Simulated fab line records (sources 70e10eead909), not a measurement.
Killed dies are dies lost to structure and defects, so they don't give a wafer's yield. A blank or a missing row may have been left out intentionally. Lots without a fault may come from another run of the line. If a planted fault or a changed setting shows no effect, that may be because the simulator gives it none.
fab line records | flow nand_harc
record: lots: 14 wafers: 42 last_day: 33
route steps=1302 shown A_SLIT@924 THIN_TSV@1259 END@1302
lots with no fault: from the same line, run without faults
start_h: hours from the record's first day to the start of the lot's first wafer shown | wait_h: time in hours since the lot's previous step | " as in the row above | L1.1+2: one row covering several wafers at once | - value missing, or start not given | * or withheld: withheld | < > ~ a bound
route shown NAME@n: names a module that has steps shown in the file, with the first one's number in the route | usual: the fault-free wafers' mean and standard deviation | same: alike in all rows | chamber/n: place in a boat | sites: each site's reading | _std_site: standard deviation across them | _edge_site: outer sites' mean less inner sites' | radius_mm: how far each site lies from the wafer's centre | mask NAME#n: copy n | behind: the tool/chamber that last shaped the wafer | hold: why the lot went on hold/how many hours it stayed there/how the hold came to an end | device: whichever transistor did not switch (one of n, p or np) | end of line: tests of these same wafers at the route's end | a step with no rows: only its recipe | killed: count of dies lost to structure and defects at first sort (not the wafer's yield) | map: a wafer's dies, x killed, . not, _ none there
set.NAME: the run value of the setting; set.NAME@STEP: its run value at that earlier step | model.NAME: the simulator's own value behind a step, which no gauge read
a sample of lots followed through the steps of the route, with each step as a table and each wafer as a row
services: from which hour (start_h, from the record's first day; less than 0 if before it) a tool's chamber was out of use, for how many hours, and why
== steps ==
step: NHARC_A_SLIT_DEP_23
recipe: target_thk_a: 1000 target_thk_nm: 100 temp_c: 400 pressure_torr: 3.5 flow_sccm: 200 rf_w: 350 material: SiON
usual: heater_power_w: 752/100
columns lot.wafer tool chamber start_h wait_h heater_power_w
L252.3 pecvd-03 1 458.13 1.9 818
L252.5 " 1 " " 793
L252.4 " 2 " " 871
L254.1 pecvd-04 0 472.18 3.1 701
L254.2 " 2 " " 856
L254.5 " 2 " " 845
L255.3 pecvd-03 1 484.62 1.9 813
L255.2 " 0 " " 634
L255.4 " 0 " " 655
L265.1 pecvd-04 2 565.50 3.1 863
L265.4 " 2 " " 891
L265.5 " 0 " " 668
L264.1 pecvd-04 1 566.73 3.2 605
L264.2 " 2 " " 894
L264.6 " 1 " " 585
L267.6 pecvd-01 1 588.08 0.1 766
L267.4 " 2 " " 743
L267.5 " 0 " " 861
L266.2 pecvd-01 0 588.56 2.6 852
L266.3 " 1 " " 655
L266.6 " 1 " " 668
L268.3 pecvd-03 1 611.39 1.9 769
L268.1 " 2 " " 744
L268.5 " 0 " " 803
L271.1 pecvd-01 2 635.95 3.2 693
L271.2 " 1 " " 761
L271.5 " 1 " " 620
L270.2 pecvd-03 1 636.01 2.6 796
L270.6 " 2 " " 719
L270.5 " 1 " " 784
L272.2 pecvd-03 1 659.16 2.5 771
L272.5 " 2 " " 851
L272.6 " 0 " " 775
L273.1 pecvd-01 1 659.18 3.2 722
L273.2 " 2 " " 736
L273.4 " 1 " " 726
L274.2 pecvd-01 2 671.35 2.6 765
L274.6 " 2 " " 767
L274.4 " 0 " " 874
L275.3 pecvd-01 0 672.21 1.9 821
L275.5 " 2 " " 666
L275.4 " 1 " " 743
step: NHARC_THIN_TSV_CD_MEAS_12
recipe: target_cd_nm: 1000 landing_energy_ev: 500
usual: cd_nm: 1000.2/2.5
columns lot.wafer tool chamber start_h wait_h cd_nm
L252.3 cd_sem-03 0 553.65 - 998.1
L252.4 " 0 " " 997.4
L252.5 " 0 " " 1001.1
L254.1 cd_sem-03 0 566.14 - 1001.3
L254.2 " 0 " " 996.2
L254.5 " 0 " " 1002.8
L255.2 cd_sem-01 0 579.24 - 1000.3
L255.3 " 0 " " 997.4
L255.4 " 0 " " 997.2
L265.1 cd_sem-03 0 662.41 - 998.5
L265.5 " 0 " " 999.6
L264.1 cd_sem-02 0 663.47 - 997.5
L264.6 " 0 " " 1004.8
L266.2 cd_sem-01 0 687.64 - 997.6
L266.3 " 0 " " 998.5
L266.6 " 0 " " 998.3
L267.4 cd_sem-03 0 688.89 - 999.0
L267.5 " 0 " " 1002.5
L267.6 " 0 " " 996.0
L268.1 cd_sem-02 0 703.26 - 998.6
L268.3 " 0 " " 998.6
L268.5 " 0 " " 1000.5
L270.2 cd_sem-01 0 734.89 - 1003.4
L270.5 " 0 " " 998.0
L270.6 " 0 " " 1001.2
L271.1 cd_sem-01 0 735.95 - 1006.0
L271.2 " 0 " " 1001.2
L271.5 " 0 " " 1001.3
L272.2 cd_sem-01 0 756.43 - 996.9
L272.5 " 0 " " 1003.7
L272.6 " 0 " " 1000.3
L273.1 cd_sem-01 0 757.65 - 1003.0
L273.2 " 0 " " 999.6
L273.4 " 0 " " 996.3
L274.2 cd_sem-03 0 763.72 - 1004.2
L274.4 " 0 " " 995.6
L274.6 " 0 " " 999.1
L275.3 cd_sem-02 0 772.25 - 996.0
L275.4 " 0 " " 998.9
L275.5 " 0 " " 998.6
step: NHARC_THIN_TSV_CD_MEAS_16
usual: cd_nm: 1000.8/2.6
columns lot.wafer tool chamber start_h wait_h cd_nm
L252.3 cd_sem-01 - 554.61 0.1 999.4
L252.4 " - " " 998.4
L252.5 " - " " 1002.6
L254.1 cd_sem-01 - 567.13 0.1 1002.3
L254.2 " - " " 997.2
L254.5 " - " " 1003.9
L255.2 cd_sem-01 - 580.20 0.1 999.5
L255.3 " - " " 997.4
L255.4 " - " " 996.7
L265.1 cd_sem-01 - 663.37 0.1 999.8
L265.5 " - " " 1001.5
L264.1 cd_sem-01 - 664.43 0.1 998.8
L264.6 " - " " 1005.7
L266.2 cd_sem-02 - 688.60 0.1 998.3
L266.3 " - " " 997.8
L266.6 " - " " 997.4
L267.4 cd_sem-01 - 689.85 0.1 998.9
L267.5 " - " " 1002.9
L267.6 " - " " 997.2
L268.1 cd_sem-03 - 704.22 0.1 999.8
L268.3 " - " " 999.3
L268.5 " - " " 1002.7
L270.2 cd_sem-02 - 736.00 0.1 1003.3
L270.5 " - " " 998.3
L270.6 " - " " 1001.4
L271.1 cd_sem-02 - 736.91 0.1 1006.1
L271.2 " - " " 1002.7
L271.5 " - " " 1002.4
L272.2 cd_sem-01 - 757.39 0.1 997.3
L272.5 " - " " 1004.6
L272.6 " - " " 1001.0
L273.1 cd_sem-02 - 758.61 0.1 1004.3
L273.2 " - " " 999.3
L273.4 " - " " 996.2
L274.2 cd_sem-03 - 764.81 0.1 1003.4
L274.4 " - " " 996.7
L274.6 " - " " 999.1
L275.3 cd_sem-03 - 773.35 0.1 997.3
L275.4 " - " " 998.8
L275.5 " - " " 998.7
step: NHARC_THIN_TSV_CD_MEAS_37
usual: cd_nm: 5002/3.5
columns lot.wafer tool chamber start_h wait_h cd_nm
L252.3 cd_sem-01 - 560.94 - 5001
L252.4 " - " " 4998
L252.5 " - " " 5001
L254.1 cd_sem-01 - 573.86 - 5005
L254.2 " - " " 4998
L254.5 " - " " 5004
L255.2 cd_sem-01 - 586.65 - 4997
L255.3 " - " " 4998
L255.4 " - " " 4996
L265.1 cd_sem-03 - 669.88 - 5002
L265.5 " - " " 5001
L264.1 cd_sem-02 - 670.88 - 4997
L264.6 " - " " 5009
L266.2 cd_sem-03 - 694.98 - 5000
L266.3 " - " " 4998
L266.6 " - " " 4999
L267.4 cd_sem-03 - 696.35 - 4996
L267.5 " - " " 5006
L267.6 " - " " 4997
L268.1 cd_sem-02 - 710.66 - 5000
L268.3 " - " " 5003
L268.5 " - " " 5004
L270.2 cd_sem-03 - 742.44 - 5005
L270.5 " - " " 5002
L270.6 " - " " 5004
L271.1 cd_sem-03 - 743.20 - 5008
L271.2 " - " " 5010
L271.5 " - " " 5005
L272.2 cd_sem-02 - 763.80 - 4997
L272.5 " - " " 5010
L272.6 " - " " 5001
L273.1 cd_sem-02 - 765.20 - 5008
L273.2 " - " " 4998
L273.4 " - " " 4998
L274.2 cd_sem-03 - 771.12 - 5005
L274.4 " - " " 5001
L274.6 " - " " 5002
L275.3 cd_sem-03 - 779.89 - 5000
L275.4 " - " " 4996
L275.5 " - " " 5000
step: NHARC_END_SORT_01
recipe: temp_c: 25
usual: killed_at_array: 58/22 killed_at_other: 1.0/1.3 killed_at_periphery: 5/3.4 killed_dies: 64/22 killed_open: 3.6/1.8 killed_short: 2.4/1.7
same: gross_dies: 677
columns lot.wafer tool chamber start_h wait_h killed_at_array killed_at_other killed_at_periphery killed_dies killed_open killed_short
L264.1 prober-01 0 677.39 2.5 16 0 1 17 1 2
L264.2 prober-01 0 678.17 2.7 675 0 2 677 3 2
L264.6 prober-01 0 681.31 3.9 27 0 3 30 5 1
L265.1 prober-02 0 677.43 2.5 102 0 3 105 2 4
L265.4 prober-02 0 679.82 3.4 676 0 1 677 1 1
L265.5 prober-02 0 680.61 3.7 98 0 3 101 4 0
killed by level:class
L264.1 A_CONTACT:chamber_film_flake=4 A_CHANNEL_HOLE_D1:chamber_film_flake=3 A_ONON_D2:geometric_particle:short=1 A_CHANNEL_FILL_D2:geometric_particle:open=1 A_SLIT:geometric_particle:short=1 P_STI:chamber_film_flake=1 A_ZERO_WELL:chamber_film_flake=1 A_DECK1_JOINT:chamber_film_flake=1
L265.1 A_CHANNEL_HOLE_D1:chamber_film_flake=36 A_SLIT:chamber_film_flake=36 A_CHANNEL_HOLE_D2:chamber_film_flake=18 A_CHANNEL_FILL_D1:geometric_particle:short=2 A_WL_FILL:chamber_film_flake=2 A_M1:chamber_film_flake=2 P_CONTACT:geometric_particle:open=1 A_ONON_D2:geometric_particle:open=1
L264.2 A_SLIT:area_dep=656 A_CHANNEL_HOLE_D1:chamber_film_flake=7 A_CHANNEL_FILL_D2:chamber_film_flake=2 A_STAIRCASE:chamber_film_flake=2 A_SLIT:chamber_film_flake=2 A_CONTACT:chamber_film_flake=2 P_CONTACT:geometric_particle:open=1 A_CHANNEL_HOLE_D1:geometric_particle:short=1
L265.4 A_SLIT:area_dep=587 A_CHANNEL_HOLE_D1:chamber_film_flake=43 A_SLIT:chamber_film_flake=25 A_CHANNEL_HOLE_D2:chamber_film_flake=12 A_WL_FILL:chamber_film_flake=2 A_M1:chamber_film_flake=2 P_M2:geometric_particle:short=1 A_SGD_CUT:geometric_particle:open=1
L265.5 A_SLIT:chamber_film_flake=38 A_CHANNEL_HOLE_D1:chamber_film_flake=31 A_CHANNEL_HOLE_D2:chamber_film_flake=15 A_M1:chamber_film_flake=4 A_CHANNEL_FILL_D1:geometric_particle:open=2 A_WL_FILL:chamber_film_flake=2 P_M2:geometric_particle:open=1 A_CHANNEL_HOLE_D1:geometric_particle:open=1
L264.6 A_CHANNEL_HOLE_D1:chamber_film_flake=8 A_CONTACT:chamber_film_flake=8 A_SLIT:chamber_film_flake=4 A_BLC:geometric_particle:open=2 P_CONTACT:geometric_particle:open=1 P_CONTACT:geometric_particle:short=1 A_CONTACT:geometric_particle:open=1 A_BONDPAD:geometric_particle:open=1
== services ==
columns tool chamber start_h hours kind
pecvd-04 0 442.72 15.3 repair
pecvd-04 - 450.66 13.0 pm
pecvd-03 2 463.40 7.1 repair
pecvd-01 - 492.94 13.0 pm
pecvd-01 0 492.94 13.0 vent_cycle
pecvd-01 1 492.94 13.0 vent_cycle
pecvd-01 2 492.94 13.0 vent_cycle
pecvd-03 2 496.17 17.6 repair
pecvd-01 0 505.94 - clean
pecvd-01 1 505.94 - clean
pecvd-01 2 505.94 - clean
pecvd-01 2 515.13 5.5 repair
pecvd-03 - 547.46 13.0 pm
pecvd-03 0 547.46 13.0 vent_cycle
pecvd-03 1 547.46 13.0 vent_cycle
pecvd-03 2 547.46 13.0 vent_cycle
pecvd-03 0 560.46 - clean
pecvd-03 1 560.46 - clean
pecvd-01 - 567.99 1.5 repair
pecvd-04 0 579.85 11.2 repair
pecvd-01 - 616.53 1.6 repair
pecvd-04 1 626.82 13.3 repair
pecvd-04 - 632.25 13.0 pm
pecvd-01 0 652.78 12.5 repair
== key ==
first_sign: step: NHARC_END_SORT_01 reading: killed_at_array direction: up sigmas: 28 usual: 58 struck: 676
effect: step: NHARC_END_SORT_01 reading: killed_dies direction: up sigmas: 28 usual: 64 struck: 677
more_kills_born_at: NHARC_A_SLIT_DEP_23@pecvd-04: 1243
met_at NHARC_A_SLIT_DEP_23
struck_lots L264,L265
struck_wafers L264.2,L265.4
later_rows_left_out L264.2,L265.4
tester_left_out L264,L265
not_acting_at NHARC_THIN_TSV_CD_MEAS_12,NHARC_THIN_TSV_CD_MEAS_16,NHARC_THIN_TSV_CD_MEAS_37
onset_between 472.18 565.50
fault: kind: process_parameter_drift tool: pecvd-04 chamber: - onset_h: 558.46 steps: NHARC_A_SLIT_DEP_23 channel: target_thk_nm offset: 36.937 shape: step end_h: 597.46 scope: struck_wafers_only acts_in: these_recipes_only stated: 100
tester_left_out: of these lots the tester's yield and bins aren't shown, on N5 and GAA mostly nor the transistor test; their killed dies are dies lost to structure and defects alone, not to doping, threshold or leakage, so they don't give the yield
later_rows_left_out: the simulator's readings of these wafers behind a module that went badly wrong aren't trusted and aren't shown, but for the sort
